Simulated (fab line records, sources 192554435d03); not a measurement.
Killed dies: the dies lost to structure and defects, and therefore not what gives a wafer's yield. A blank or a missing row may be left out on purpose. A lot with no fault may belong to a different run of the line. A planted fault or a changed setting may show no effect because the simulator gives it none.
One fault seen from 2 desks | flow n5Finfet | numbers are kept per desk, each desk with only its own; the story behind them comes last

## AT THE METROLOGY DESK
Lot by lot, what the gauges showed, no matter which tool ran the lot: averages of those sampled wafers that carry a number. A lot is out of limits, marked OUT, if its mean lies more than 4 standard deviations from the usual mean; the brackets give that distance. It has 10 readings; the 7 that lie furthest out on some lot are the ones shown.
Columns: A = DIBL_P at N5_BEOL_M4_RC_MEAS_101, usual 37.3 mV/V; B = IOFF_N at N5_BEOL_M4_RC_MEAS_101, usual 0.17 nA/um; C = IOFF_P at N5_BEOL_M4_RC_MEAS_101, usual 0.23 nA/um; D = ION_P at N5_BEOL_M4_RC_MEAS_101, usual 460 uA/um; E = SS_N at N5_BEOL_M4_RC_MEAS_101, usual 71.7 mV/dec; F = VT_N at N5_BEOL_M4_RC_MEAS_101, usual 249 mV; G = VT_P at N5_BEOL_M4_RC_MEAS_101, usual -250 mV
lot  | first seen here | A    | B    | C    | D   | E    | F   | G
L921 | day 11 11:02    | 38.8 | 0.23 | 0.29 | 472 | 71.6 | 242 | -244
L923 | day 12 11:18    | 38.1 | 0.17 | 0.21 | 462 | 71.6 | 249 | -253
L922 | day 12 17:08    | 37.3 | 0.18 | 0.24 | 458 | 72.5 | 249 | -249
L931 | day 14 05:49    | 40.3 | 0.19 | 0.21 | 454 | 72.1 | 250 | -254
This desk's verdict: no lot among the 4 shows anything out of limits.

## TOOL OWNER'S DESK, rieDiel-06
The tool's own readings at N5_BEOL_M5_STRIP_91 (strips in N2/H2, time 10 s): means of the sampled wafers that have a number, for each lot that ran on this tool. A lot is out of limits, marked OUT, if its mean lies more than 4 standard deviations from the usual mean; the brackets give that distance. It has 9 readings; the 7 that lie furthest out on some lot are the ones shown.
Columns: A = biasPowerW at N5_BEOL_M5_STRIP_91, usual 7.000 W; B = chamberPressureMTorr at N5_BEOL_M5_STRIP_91, usual 20.001 mTorr; C = h2FlowSccm at N5_BEOL_M5_STRIP_91, usual 200.1 sccm; D = n2FlowSccm at N5_BEOL_M5_STRIP_91, usual 200.0 sccm; E = oesProductAu at N5_BEOL_M5_STRIP_91, usual 0.76 a.u.; F = rfVppV at N5_BEOL_M5_STRIP_91, usual 59.4 V; G = showerheadPlenumPTorr at N5_BEOL_M5_STRIP_91, usual 2.57 Torr
lot  | first seen here | A     | B      | C     | D     | E    | F    | G
L921 | day 11 19:17    | 7.009 | 20.022 | 200.4 | 199.7 | 0.78 | 58.7 | 2.48
This desk's finding: nothing out of limits on the one lot.

## PUT TOGETHER
From the metrology desk's view, nothing was out of limits.
Nothing out of limits was seen by the tool owner's desk.

## WHAT WAS PUT IN BY THE SIMULATOR
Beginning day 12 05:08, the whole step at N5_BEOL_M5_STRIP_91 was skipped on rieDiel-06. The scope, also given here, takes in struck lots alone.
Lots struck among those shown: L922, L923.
